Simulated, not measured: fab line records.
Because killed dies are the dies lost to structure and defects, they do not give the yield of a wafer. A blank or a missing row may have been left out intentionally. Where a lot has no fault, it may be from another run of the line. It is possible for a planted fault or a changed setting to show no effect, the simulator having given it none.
fab line records ; flow nandHarc
[record] lots = 6; wafers = 18; lastDay = 24
route steps=1159 shown A_ONON_D1@432 END@1159
lots that met no fault: from a run of the same line without faults
startH: the number of hours between the record's first day and the start of the first shown wafer of the lot ; waitH: how many hours have passed since the lot's step before this one ; " the same as in the row above ; L1.1+2: one row covering several wafers at once ; - no value, or no start was given ; * or withheld: withheld ; < > ~ a bound
route shown NAME@n: NAME is a module with steps in the file, n the number in the route of the first one ; usual: mean/standard deviation taken from wafers without a fault ; same: alike in all rows ; chamber/n: place in a boat ; sites: each site's reading ; _std_site: the standard deviation of these ; _edge_site: inner sites' mean taken away from outer sites' mean ; radiusMm: how far each site lies from the wafer's centre ; mask NAME#n: copy n ; behind: the last tool/chamber to shape the wafer ; hold: cause of the lot's hold/its duration in hours/its outcome ; device: whichever transistor did not switch (one of n, p or np) ; end of line: tests run on the same wafers once the route is complete ; a step given without rows: its recipe and nothing more ; killed: dies that structure and defects cost at the first sort, which is not the same as the wafer's yield ; map: a wafer's dies, x killed, . not, _ none there
set.NAME: setting as actually run; set.NAME@STEP: the setting as run at that earlier step ; model.NAME: the simulator's own value behind a step, which no gauge read
lots seen at some steps along the route; tables by step, rows by wafer
services: from which hour (startH, from the record's first day; less than 0 if before it) a tool's chamber was out of use, for how many hours, and why
[[steps]]
[step NHARC_A_ONON_D1_DEP_12]
[recipe] targetThkA = 10000; n2FlowSccm = 2750; n2oFlowSccm = 2000; nh3FlowSccm = 500; sih4FlowSccm = 210; tempC = 400
[step NHARC_A_ONON_D1_THK_MEAS_14]
[recipe] thkMeasGauge = ellipsometry
[usual] thkNm = 1001/9.3
lot.wafer;tool;chamber;startH;waitH;thkNm
L224.1;filmMetro-01;-;186.16;-;978
L224.5;filmMetro-01;-;186.16;-;978
L224.6;filmMetro-01;-;186.16;-;979
L226.1;filmMetro-01;-;191.62;-;1002
L226.2;filmMetro-01;-;191.62;-;1006
L226.4;filmMetro-01;-;191.62;-;1004
L234.1;filmMetro-01;-;242.00;-;997
L234.2;filmMetro-01;-;242.00;-;999
L234.3;filmMetro-01;-;242.00;-;1001
L233.3;filmMetro-01;-;258.15;-;1005
L233.5;filmMetro-01;-;258.15;-;1007
L233.6;filmMetro-01;-;258.15;-;1005
L241.1;filmMetro-01;-;275.27;-;1006
L241.2;filmMetro-01;-;275.27;-;1008
L241.4;filmMetro-01;-;275.27;-;1009
L240.3;filmMetro-01;-;278.92;-;1000
L240.4;filmMetro-01;-;278.92;-;1000
L240.5;filmMetro-01;-;278.92;-;999
[step NHARC_A_ONON_D1_ANNEAL_15]
[recipe] tempC = 750; timeS = 3600
[step NHARC_A_ONON_D1_DEP_16]
[recipe] targetThkA = 10000; n2FlowSccm = 2750; n2oFlowSccm = 2000; nh3FlowSccm = 500; sih4FlowSccm = 210; tempC = 400
[step NHARC_A_ONON_D1_THK_MEAS_18]
[recipe] thkMeasGauge = ellipsometry
[usual] thkNm = 1002/12
lot.wafer;tool;chamber;startH;waitH;thkNm
L224.1;filmMetro-02;-;193.65;-;1007
L224.5;filmMetro-02;-;193.65;-;1008
L224.6;filmMetro-02;-;193.65;-;1008
L226.1;filmMetro-02;-;198.68;-;1017
L226.2;filmMetro-02;-;198.68;-;1017
L226.4;filmMetro-02;-;198.68;-;1016
L234.1;filmMetro-02;-;249.09;-;1002
L234.2;filmMetro-02;-;249.09;-;1001
L234.3;filmMetro-02;-;249.09;-;1002
L233.3;filmMetro-02;-;264.91;-;1008
L233.5;filmMetro-02;-;264.91;-;1009
L233.6;filmMetro-02;-;264.91;-;1008
L241.1;filmMetro-02;-;280.55;-;987
L241.2;filmMetro-02;-;280.55;-;985
L241.4;filmMetro-02;-;280.55;-;988
L240.3;filmMetro-02;-;286.08;-;1002
L240.4;filmMetro-02;-;286.08;-;1004
L240.5;filmMetro-02;-;286.08;-;1006
[step NHARC_A_ONON_D1_DEP_19]
[recipe] targetThkA = 10000; n2FlowSccm = 2750; n2oFlowSccm = 2000; nh3FlowSccm = 500; sih4FlowSccm = 210; tempC = 400
[step NHARC_A_ONON_D1_THK_MEAS_21]
[recipe] thkMeasGauge = ellipsometry
[usual] thkNm = 997/10
lot.wafer;tool;chamber;startH;waitH;thkNm
L224.1;filmMetro-01;-;194.22;-;997
L224.5;filmMetro-01;-;194.22;-;996
L224.6;filmMetro-01;-;194.22;-;1000
L226.1;filmMetro-02;-;199.25;-;1007
L226.2;filmMetro-02;-;199.25;-;1008
L226.4;filmMetro-02;-;199.25;-;1007
L234.1;filmMetro-02;-;249.79;-;994
L234.2;filmMetro-02;-;249.79;-;992
L234.3;filmMetro-02;-;249.79;-;992
L233.3;filmMetro-02;-;265.50;-;1014
L233.5;filmMetro-02;-;265.50;-;1015
L233.6;filmMetro-02;-;265.50;-;1014
L241.1;filmMetro-02;-;281.12;-;1003
L241.2;filmMetro-02;-;281.12;-;1003
L241.4;filmMetro-02;-;281.12;-;1003
L240.3;filmMetro-01;-;286.65;-;997
L240.4;filmMetro-01;-;286.65;-;997
L240.5;filmMetro-01;-;286.65;-;997
[step NHARC_A_ONON_D1_DEP_22]
[recipe] targetThkA = 10000; n2FlowSccm = 2750; n2oFlowSccm = 2000; nh3FlowSccm = 500; sih4FlowSccm = 210; tempC = 400
[step NHARC_A_ONON_D1_THK_MEAS_24]
[recipe] thkMeasGauge = ellipsometry
[usual] thkNm = 997/8.6
lot.wafer;tool;chamber;startH;waitH;thkNm
L224.1;filmMetro-02;-;194.81;-;998
L224.5;filmMetro-02;-;194.81;-;1000
L224.6;filmMetro-02;-;194.81;-;1002
L226.1;filmMetro-02;-;199.82;-;999
L226.2;filmMetro-02;-;199.82;-;1000
L226.4;filmMetro-02;-;199.82;-;1000
L234.1;filmMetro-01;-;250.36;-;1005
L234.2;filmMetro-01;-;250.36;-;1006
L234.3;filmMetro-01;-;250.36;-;1006
L233.3;filmMetro-02;-;266.06;-;999
L233.5;filmMetro-02;-;266.06;-;998
L233.6;filmMetro-02;-;266.06;-;997
L241.1;filmMetro-01;-;281.69;-;1014
L241.2;filmMetro-01;-;281.69;-;1015
L241.4;filmMetro-01;-;281.69;-;1014
L240.3;filmMetro-01;-;287.21;-;990
L240.4;filmMetro-01;-;287.21;-;991
L240.5;filmMetro-01;-;287.21;-;990
[step NHARC_A_ONON_D1_DEP_25]
[recipe] targetThkA = 10000; n2FlowSccm = 2750; n2oFlowSccm = 2000; nh3FlowSccm = 500; sih4FlowSccm = 210; tempC = 400
[step NHARC_A_ONON_D1_THK_MEAS_27]
[recipe] thkMeasGauge = ellipsometry
[usual] thkNm = 1002/9.3
lot.wafer;tool;chamber;startH;waitH;thkNm
L224.1;filmMetro-02;-;195.39;-;996
L224.5;filmMetro-02;-;195.39;-;995
L224.6;filmMetro-02;-;195.39;-;996
L226.1;filmMetro-01;-;200.38;-;995
L226.2;filmMetro-01;-;200.38;-;995
L226.4;filmMetro-01;-;200.38;-;998
L234.1;filmMetro-01;-;250.92;-;1007
L234.2;filmMetro-01;-;250.92;-;1008
L234.3;filmMetro-01;-;250.92;-;1010
L233.3;filmMetro-01;-;266.65;-;1001
L233.5;filmMetro-01;-;266.65;-;1000
L233.6;filmMetro-01;-;266.65;-;1000
L241.1;filmMetro-02;-;282.26;-;1000
L241.2;filmMetro-02;-;282.26;-;1001
L241.4;filmMetro-02;-;282.26;-;1000
L240.3;filmMetro-02;-;287.78;-;1002
L240.4;filmMetro-02;-;287.78;-;1000
L240.5;filmMetro-02;-;287.78;-;1001
[step NHARC_A_ONON_D1_DEP_28]
[recipe] targetThkA = 10000; n2FlowSccm = 2750; n2oFlowSccm = 2000; nh3FlowSccm = 500; sih4FlowSccm = 210; tempC = 400
[usual] nh3FlowSccm = 500.0/1.4; sih4FlowSccm = 210.0/0.65
lot.wafer;tool;chamber;startH;waitH;nh3FlowSccm;sih4FlowSccm
L224.1;pecvdOnon-02;0;195.44;0.1;497.0;209.6
L224.5;pecvdOnon-02;0;195.44;0.1;498.9;210.1
L224.6;pecvdOnon-02;0;195.44;0.1;498.5;209.8
L226.1;pecvdOnon-04;0;200.44;0.1;500.4;210.9
L226.2;pecvdOnon-04;0;200.44;0.1;500.7;210.7
L226.4;pecvdOnon-04;0;200.44;0.1;501.4;210.5
L234.1;pecvdOnon-04;0;250.98;0.1;500.7;209.9
L234.2;pecvdOnon-04;0;250.98;0.1;498.9;209.6
L234.3;pecvdOnon-04;0;250.98;0.1;501.2;210.7
L233.3;pecvdOnon-04;0;266.83;0.2;501.8;210.4
L233.5;pecvdOnon-04;0;266.83;0.2;500.5;210.2
L233.6;pecvdOnon-04;0;266.83;0.2;502.8;210.2
L241.1;pecvdOnon-02;0;282.31;0.1;501.8;210.8
L241.2;pecvdOnon-02;0;282.31;0.1;501.7;209.9
L241.4;pecvdOnon-02;0;282.31;0.1;501.1;210.9
L240.3;pecvdOnon-03;0;287.95;0.2;501.7;210.3
L240.4;pecvdOnon-03;0;287.95;0.2;501.6;210.5
L240.5;pecvdOnon-03;0;287.95;0.2;500.7;211.0
[step NHARC_A_ONON_D1_THK_MEAS_30]
[recipe] thkMeasGauge = ellipsometry
[usual] thkNm = 999/9.4
lot.wafer;tool;chamber;startH;waitH;thkNm
L224.1;filmMetro-01;-;195.96;-;987
L224.5;filmMetro-01;-;195.96;-;985
L224.6;filmMetro-01;-;195.96;-;985
L226.1;filmMetro-01;-;200.96;-;999
L226.2;filmMetro-01;-;200.96;-;999
L226.4;filmMetro-01;-;200.96;-;1001
L234.1;filmMetro-01;-;251.49;-;1012
L234.2;filmMetro-01;-;251.49;-;1569
L234.3;filmMetro-01;-;251.49;-;1015
L233.3;filmMetro-01;-;267.22;-;989
L233.5;filmMetro-01;-;267.22;-;987
L233.6;filmMetro-01;-;267.22;-;1546
L241.1;filmMetro-01;-;282.86;-;1014
L241.2;filmMetro-01;-;282.86;-;1012
L241.4;filmMetro-01;-;282.86;-;1011
L240.3;filmMetro-02;-;288.35;-;1010
L240.4;filmMetro-02;-;288.35;-;1012
L240.5;filmMetro-02;-;288.35;-;1011
[step NHARC_A_ONON_D1_DEP_33]
[recipe] targetThkA = 2000; tempC = 400; pressureTorr = 6.5; rfW = 900; teosFlowSccm = 161.4; flowSccm = 2650; targetThkNm = 200; gas = O2; material = SiO2
[usual] heaterPowerOuterW = 296/63; heaterPowerW = 532/100; mfcPrecursorSccm = 161.4/0.53; rfFwdPowerW = 898.2/2.7; throttleValvePct = 15.8/0.53
lot.wafer;tool;chamber;startH;waitH;heaterPowerOuterW;heaterPowerW;mfcPrecursorSccm;rfFwdPowerW;throttleValvePct
L224.1;pecvd-02;2;196.47;0.5;323;615;161.0;898.1;15.1
L224.5;pecvd-02;0;196.47;0.5;278;475;161.2;893.8;15.7
L224.6;pecvd-02;1;196.47;0.5;302;513;161.4;894.8;15.7
L226.1;pecvd-02;0;201.01;0.1;299;494;161.0;903.0;15.9
L226.2;pecvd-02;1;201.01;0.1;268;472;161.6;897.4;15.5
L226.4;pecvd-02;2;201.01;0.1;290;572;161.4;897.8;15.5
L234.1;pecvd-02;0;251.54;0.1;345;564;161.1;898.6;16.0
L234.2;pecvd-02;1;251.54;0.1;264;494;161.9;893.8;15.8
L234.3;pecvd-02;2;251.54;0.1;324;626;162.3;897.6;15.4
L233.3;pecvd-02;1;267.37;0.1;202;395;162.1;893.1;15.6
L233.5;pecvd-02;0;267.37;0.1;361;594;160.7;899.7;15.8
L233.6;pecvd-02;1;267.37;0.1;210;406;162.6;895.5;15.5
L241.2;pecvd-04;2;282.92;0.1;377;699;161.2;892.7;15.4
L241.1;pecvd-04;1;282.92;0.1;261;456;161.2;899.8;15.5
L241.4;pecvd-04;2;282.92;0.1;388;701;161.0;898.3;15.3
L240.3;pecvd-03;1;288.47;0.1;330;537;161.7;896.4;16.2
L240.4;pecvd-03;0;288.47;0.1;353;630;160.4;901.5;16.9
L240.5;pecvd-03;2;288.47;0.1;230;420;161.6;893.2;15.8
[step NHARC_END_SORT_01]
[recipe] tempC = 25
[usual] killedAtArray = 28/11; killedAtOther = 0.5/0.85; killedAtPeriphery = 2.7/1.9; killedDies = 32/12; killedOpen = 3.3/1.6; killedShort = 2.1/1.5
[same] grossDies = 677
lot.wafer;tool;chamber;startH;waitH;killedAtArray;killedAtOther;killedAtPeriphery;killedDies;killedOpen;killedShort
L234.2;prober-02;0;513.74;2.8;675;0;2;677;3;2
L233.6;prober-01;0;552.41;4.0;674;1;2;677;1;2
// killed by level:class
L234.2 A_ONON_D1:areaDep=638 A_SLIT:chamberFilmFlake=14 A_CHANNEL_HOLE_D1:chamberFilmFlake=7 A_STAIRCASE:chamberFilmFlake=7 A_CONTACT:chamberFilmFlake=4 P_M0:geometricParticle:open=1 A_ONON_D1:geometricParticle:short=1 A_CHANNEL_HOLE_D1:geometricParticle:short=1
L233.6 A_ONON_D1:areaDep=640 A_CHANNEL_HOLE_D1:chamberFilmFlake=18 A_SLIT:chamberFilmFlake=9 A_STAIRCASE:chamberFilmFlake=4 A_ONON_D1:geometricParticle:short=1 A_CONTACT:geometricParticle:open=1 STARTING-WAFER:geometricParticle:short=1 P_ZERO_WELL:chamberFilmFlake=1
// map L233.6 (x killed, . not)
____________x____________
_________xxxxxxx_________
_______xxxxxxxxxxx_______
______xxxxxxxxxxxxx______
_____xxxxxxxxxxxxxxx_____
____xxxxxxxxxxxxxxxxx____
____xxxxxxxxxxxxxxxxx____
___xxxxxxxxxxxxxxxxxxx___
___xxxxxxxxxxxxxxxxxxx___
__xxxxxxxxxxxxxxxxxxxxx__
__xxxxxxxxxxxxxxxxxxxxx__
_xxxxxxxxxxxxxxxxxxxxxxx_
_xxxxxxxxxxxxxxxxxxxxxxx_
_xxxxxxxxxxxxxxxxxxxxxxx_
_xxxxxxxxxxxxxxxxxxxxxxx_
_xxxxxxxxxxxxxxxxxxxxxxx_
xxxxxxxxxxxxxxxxxxxxxxxxx
xxxxxxxxxxxxxxxxxxxxxxxxx
xxxxxxxxxxxxxxxxxxxxxxxxx
xxxxxxxxxxxxxxxxxxxxxxxxx
xxxxxxxxxxxxxxxxxxxxxxxxx
_xxxxxxxxxxxxxxxxxxxxxxx_
_xxxxxxxxxxxxxxxxxxxxxxx_
_xxxxxxxxxxxxxxxxxxxxxxx_
_xxxxxxxxxxxxxxxxxxxxxxx_
_xxxxxxxxxxxxxxxxxxxxxxx_
__xxxxxxxxxxxxxxxxxxxxx__
__xxxxxxxxxxxxxxxxxxxxx__
___xxxxxxxxxxxxxxxxxxx___
___xxxxxxxxxxxxxxxxxxx___
____xxxxxxxxxxxxxxxxx____
____xxxxxxxxxxxxxxxxx____
_____xxxxxxxxxxxxxxx_____
______xxxxxxxxxxxxx______
_______xxxxxxxxxxx_______
_________xxxxxxx_________
____________x____________
// map L234.2 (x killed, . not)
____________x____________
_________xxxxxxx_________
_______xxxxxxxxxxx_______
______xxxxxxxxxxxxx______
_____xxxxxxxxxxxxxxx_____
____xxxxxxxxxxxxxxxxx____
____xxxxxxxxxxxxxxxxx____
___xxxxxxxxxxxxxxxxxxx___
___xxxxxxxxxxxxxxxxxxx___
__xxxxxxxxxxxxxxxxxxxxx__
__xxxxxxxxxxxxxxxxxxxxx__
_xxxxxxxxxxxxxxxxxxxxxxx_
_xxxxxxxxxxxxxxxxxxxxxxx_
_xxxxxxxxxxxxxxxxxxxxxxx_
_xxxxxxxxxxxxxxxxxxxxxxx_
_xxxxxxxxxxxxxxxxxxxxxxx_
xxxxxxxxxxxxxxxxxxxxxxxxx
xxxxxxxxxxxxxxxxxxxxxxxxx
xxxxxxxxxxxxxxxxxxxxxxxxx
xxxxxxxxxxxxxxxxxxxxxxxxx
xxxxxxxxxxxxxxxxxxxxxxxxx
_xxxxxxxxxxxxxxxxxxxxxxx_
_xxxxxxxxxxxxxxxxxxxxxxx_
_xxxxxxxxxxxxxxxxxxxxxxx_
_xxxxxxxxxxxxxxxxxxxxxxx_
_xxxxxxxxxxxxxxxxxxxxxxx_
__xxxxxxxxxxxxxxxxxxxxx__
__xxxxxxxxxxxxxxxxxxxxx__
___xxxxxxxxxxxxxxxxxxx___
___xxxxxxxxxxxxxxxxxxx___
____xxxxxxxxxxxxxxxxx____
____xxxxxxxxxxxxxxxxx____
_____xxxxxxxxxxxxxxx_____
______xxxxxxxxxxxxx______
_______xxxxxxxxxxx_______
_________xxxxxxx_________
____________x____________
[[services]]
tool;chamber;startH;hours;kind
pecvd-02;0;183.67;6.2;repair
pecvd-04;-;195.28;13.0;pm
pecvd-04;0;195.28;13.0;ventCycle
pecvd-04;1;195.28;13.0;ventCycle
pecvd-04;2;195.28;13.0;ventCycle
pecvd-04;0;208.28;-;clean
pecvd-04;1;208.28;-;clean
pecvd-04;2;208.28;-;clean
pecvd-02;-;213.11;1.0;repair
pecvd-03;1;221.16;8.3;repair
pecvd-04;1;227.64;5.6;repair
pecvdOnon-04;-;237.00;13.0;pm
pecvd-03;-;264.44;0.4;repair
[[key]]
[firstSign] step = NHARC_A_ONON_D1_THK_MEAS_30; reading = thkNm; direction = up; sigmas = 59; usual = 999; struck = 1558
[effect] step = NHARC_END_SORT_01; reading = killedAtArray; direction = up; sigmas = 57; usual = 28; struck = 674
[moreKillsBornAt] NHARC_A_ONON_D1_DEP_28@pecvdOnon-04 = 1278
metAt NHARC_A_ONON_D1_DEP_28
struckWafers L233.6,L234.2
laterRowsLeftOut L233.6,L234.2
testerLeftOut L233,L234
onsetBetween 200.44 250.98
[fault] kind = processParameterDrift; tool = pecvdOnon-04; chamber = -; onsetH = 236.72; steps = NHARC_A_ONON_D1_DEP_28; channel = targetThkA; offset = *; shape = step; endH = 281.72; scope = struckWafersOnly; actsIn = *; stated = *
// testerLeftOut: of these lots the tester's yield and bins aren't shown, on N5 and GAA mostly nor the transistor test; their killed dies are dies lost to structure and defects alone, not to doping, threshold or leakage, so they don't give the yield
// laterRowsLeftOut: the simulator's readings of these wafers behind a module that went badly wrong aren't trusted and aren't shown, but for the sort
